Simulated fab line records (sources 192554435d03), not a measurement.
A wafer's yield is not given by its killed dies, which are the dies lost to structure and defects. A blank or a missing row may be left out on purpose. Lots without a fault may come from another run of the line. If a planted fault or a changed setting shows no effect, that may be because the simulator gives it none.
Matching of chambers / flow n5-finfet / 3 sister chambers for N5_BEOL_M13_DEP_53 on pecvd-04
The step deposits SiCN from 3MS/NH3, target thk 50 nm, time 17.8 s. 3 wafers are shown with their chamber, then 7 later ones without.

== WAFERS WITH THEIR CHAMBER ==
wafer=L088.1; chamber=2; throttle-valve-pct (%)=17.1
wafer=L088.5; chamber=1; throttle-valve-pct (%)=19.9
wafer=L090.5; chamber=0; throttle-valve-pct (%)=20.2

== WAFERS WITHOUT THEIR CHAMBER ==
wafer=L090.6; throttle-valve-pct (%)=19.8
wafer=L093.2; throttle-valve-pct (%)=19.9
wafer=L093.4; throttle-valve-pct (%)=19.7
wafer=L093.5; throttle-valve-pct (%)=20.1
wafer=L097.4; throttle-valve-pct (%)=17.4
wafer=L097.5; throttle-valve-pct (%)=20.0
wafer=L097.6; throttle-valve-pct (%)=17.3

== CHAMBER TAKEN BY EACH ==
wafer=L090.6; from the rows above=can't be placed: 1 or 0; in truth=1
wafer=L093.2; from the rows above=can't be placed: 1 or 0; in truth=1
wafer=L093.4; from the rows above=can't be placed: 1 or 0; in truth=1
wafer=L093.5; from the rows above=can't be placed: 0 or 1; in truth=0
wafer=L097.4; from the rows above=2; in truth=2
wafer=L097.5; from the rows above=can't be placed: 1 or 0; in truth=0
wafer=L097.6; from the rows above=2; in truth=2
2 of 7 placed correctly. Not placeable from these rows: 5 (in 5, the candidates include the true chamber). Wrongly placed: 0.
How it was worked out, from the rows above alone: a wafer's distance from a chamber is the root of the sum, over the readings, of the square of ((its reading less the chamber's mean) divided by the reading's scatter). If the next closest chamber is less than 2 further off than the closest, the wafer can't be placed; otherwise it belongs to the closest. The mean given for a chamber averages the wafers shown for that chamber. The scatter: root of mean squared gap, hidden wafer to nearest shown wafer, with one shown wafer a chamber.
